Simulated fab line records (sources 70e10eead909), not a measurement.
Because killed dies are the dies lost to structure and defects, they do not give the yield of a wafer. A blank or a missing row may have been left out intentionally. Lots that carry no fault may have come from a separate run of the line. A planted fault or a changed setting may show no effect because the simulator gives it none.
Struck lot and sound lot, side by side + flow nand-harc + 21 out of 1159 route steps
Sound: wafers L227.3, L227.5, L227.6. Wafers struck: L242.1, L242.4, L242.5. The cause is given at the end.
Each step with rows lists, per side, the tool, then ch with its chambers, then its first start. Under that, the readings that differ: sound wafers + struck wafers + difference of the means + sigmas: that difference in standard deviations of wafers without a fault.
alike: readings with means less than 2 such deviations apart, plus words and numbers identical on both sides. not compared: withheld readings, readings lacking a value on some wafer, bounds such as >300 that could conceal the same value, and numbers that have no deviation in the record and whose values overlap.
Wherever a step has rows on one side only, a row that says differs or no value, or a row with sigmas, the two part there. When numbers do not overlap yet have no deviation, they are printed without sigmas and do not part them. Lack of a reading on every wafer of one side parts them only where that side has two or more wafers.

NHARC_P_M1_OVL_MEAS_10: pitch 260 nm.
  struck on overlay-02, day 10 06:47; sound on overlay-02, day 6 21:00
| reading           | sound        | struck         | difference | sigmas |
|-------------------|--------------|----------------|------------|--------|
| overlay-y-nm (nm) | -0.4 0.3 0.3 | -1.6 -2.2 -1.3 | -1.8       | -2     |
  alike: overlay-x-nm
NHARC_P_M1_INSPECT_11:
  struck on defect-inspect-02, day 10 06:49; sound on defect-inspect-02, day 6 21:02
  alike: raw-defect-count
then, 1 step without rows for these wafers: NHARC_P_M1_DESCUM_14 (chemistry O2, time 3 s).
NHARC_P_M1_ETCH_35: etches the open film in N2/H2, target depth 40 nm, overetch 12 nm, time 43.94 s.
  sound on rie-diel-12 ch 0,2,3, day 6 21:11; struck on rie-diel-08 ch 1,2, day 10 06:58
| reading                | sound                | struck               | difference | sigmas |
|------------------------|----------------------|----------------------|------------|--------|
| throttle-valve-pct (%) | 14.156 14.173 14.158 | 14.177 14.186 14.196 | +0.024     | +3     |
  alike: drypump-motor-current-A, h2-flow-sccm, n2-flow-sccm, oes-product-au, rf-vpp-V, showerhead-plenum-p-Torr
  not compared: rf-hours-counter-h
then, 1 step without rows for these wafers: NHARC_P_M1_ETCH_15 (etches the open film in C4F8/Ar, target depth 182.5 nm, time 91.2 s).
NHARC_P_M1_CD_MEAS_16:
  struck on cd-sem-02, day 10 07:11; sound on cd-sem-02, day 6 21:24
  alike: cd-nm
then, 1 step without rows for these wafers: NHARC_P_M1_STRIP_18 (strips in N2/H2).
NHARC_P_M1_ETCH_28: etches the open film in CF4/N2, target depth 30 nm, time 72.99 s.
  sound on rie-diel-12 ch 2,3; struck on rie-diel-08 ch 0,2,3
| reading                | sound                | struck               | difference | sigmas |
|------------------------|----------------------|----------------------|------------|--------|
| throttle-valve-pct (%) | 19.765 19.795 19.786 | 19.804 19.795 19.811 | +0.021     | +2     |
  alike: drypump-motor-current-A, n2-flow-sccm, oes-product-au, rf-vpp-V, showerhead-plenum-p-Torr
  not compared: rf-hours-counter-h
then, 1 step without rows for these wafers: NHARC_P_M1_STRIP_19 (strips in post etch residue remover, time 600 s).
NHARC_P_M1_DEGAS_29: time 60 s.
  struck on pvd-sputter-03, day 10 07:55; sound on pvd-sputter-03, day 6 22:08
  alike: heater-power-w
then, 1 step without rows for these wafers: NHARC_P_M1_PRE_CLEAN_30 (time 30 s).
NHARC_P_M1_PVD_20: deposits TaN, target thk 5 nm, time 8.06 s.
  sound on pvd-sputter-03; struck on pvd-sputter-03
  alike: throttle-valve-pct
NHARC_P_M1_PVD_21: deposits Cu, target thk 30 nm, time 20.49 s.
  struck on pvd-sputter-03, day 10 08:08; sound on pvd-sputter-03, day 6 22:22
  alike: throttle-valve-pct
then, 1 step without rows for these wafers: NHARC_P_M1_ECD_22 (material Cu, target thk 400 nm).
NHARC_P_M1_ANNEAL_31: time 90 s.
  sound on rtp-anneal-01 ch 0, day 6 23:06; struck on rtp-anneal-01 ch 0, day 10 08:39
  alike: wafer_temp_C_max
then, 2 steps without rows for these wafers: NHARC_P_M1_CMP_23 (polishes, t overpolish 20 s, target thk 157.82 nm); NHARC_P_M1_SRD_25.
NHARC_P_M1_INSPECT_27:
  struck on defect-inspect-01, day 10 09:28; sound on defect-inspect-01, day 6 23:49
  alike: raw-defect-count
then, 2 steps without rows for these wafers: NHARC_P_M1_PRE_CLEAN_32 (time 12 s); NHARC_P_M1_DEP_33 (deposits SiCN, target thk 30 nm).
-- record jumps: 13 days between struck wafers' starts before vs after; left off in module P_M1, resumes in module END, first step shown is number 1159 of the route --
NHARC_END_SORT_01:
  at this point the record logs the struck wafers (prober-01 ch 0, day 23 06:28) and has no rows for the sound ones

WHERE THEY PART
Last at NHARC_END_SORT_01 as far as this record goes, first at NHARC_P_M1_OVL_MEAS_10.

WHY: what the simulator had put in
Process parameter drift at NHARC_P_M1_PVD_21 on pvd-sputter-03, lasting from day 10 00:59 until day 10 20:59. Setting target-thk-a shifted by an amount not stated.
